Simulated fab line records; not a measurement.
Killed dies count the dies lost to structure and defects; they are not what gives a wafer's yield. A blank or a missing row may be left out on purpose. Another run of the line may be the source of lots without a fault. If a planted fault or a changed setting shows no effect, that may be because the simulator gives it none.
One fault seen from 2 desks / flow n5 finfet / every desk sees just its own numbers, and what lay behind them comes last

## DESK OF THE TOOL OWNER: ald sin-02
The tool's own readings at N5_SDB_ALD_29 (deposits SiNx, target thk 30 nm, pulse time 1 s, ald cycles 600): means of the sampled wafers that have a number, for each lot that ran on this tool. If a lot's mean is further than 4 standard deviations from the usual mean, the lot is out of limits and carries the mark OUT (the distance appears in the brackets).
Columns: A = heater power w at N5_SDB_ALD_29, usual 823 W; B = precursor pulse height rel at N5_SDB_ALD_29, usual 0.996
lot=L599; first seen here=day 5 19:37; A=836; B=1.000
lot=L601; first seen here=day 6 09:25; A=804; B=0.980
lot=L611; first seen here=day 8 19:25; A=847; B=0.967
This desk's finding: nothing out of limits on any of the 3 lots.

## THE METROLOGY DESK
What the gauges read for every lot (on any tool): the sampled wafers with a number, averaged. If a lot's mean is further than 4 standard deviations from the usual mean, the lot is out of limits and carries the mark OUT (the distance appears in the brackets). Of its 10 readings 7 are shown: those that lie furthest out on some lot.
Columns: A = DIBL_N at N5_BEOL_M4_RC_MEAS_101, usual 35.9 mV/V; B = DIBL_P at N5_BEOL_M4_RC_MEAS_101, usual 35.8 mV/V; C = IOFF_N at N5_BEOL_M4_RC_MEAS_101, usual 0.15 nA/um; D = IOFF_P at N5_BEOL_M4_RC_MEAS_101, usual 0.21 nA/um; E = SS_N at N5_BEOL_M4_RC_MEAS_101, usual 71.5 mV/dec; F = SS_P at N5_BEOL_M4_RC_MEAS_101, usual 73.2 mV/dec; G = VT_P at N5_BEOL_M4_RC_MEAS_101, usual -250 mV
lot=L599; first seen here=day 9 13:15; A=35.9; B=36.2; C=0.15; D=0.18; E=72.1; F=73.5; G=-255
lot=L601; first seen here=day 10 09:37; A=35.7; B=36.0; C=0.15; D=0.19; E=71.5; F=73.0; G=-251
lot=L607; first seen here=day 12 00:28; A=35.0; B=34.7; C=0.14; D=0.18; E=70.9; F=73.3; G=-252
lot=L611; first seen here=day 13 07:58; A=33.5; B=32.9; C=0.13; D=0.18; E=70.0; F=72.2; G=-250
This desk's finding: nothing out of limits on any of the 4 lots.

## TAKEN TOGETHER
Nothing out of limits was seen by the tool owner's desk.
Metrology desk: nothing out of limits seen.

## WHAT THE SIMULATOR PUT IN
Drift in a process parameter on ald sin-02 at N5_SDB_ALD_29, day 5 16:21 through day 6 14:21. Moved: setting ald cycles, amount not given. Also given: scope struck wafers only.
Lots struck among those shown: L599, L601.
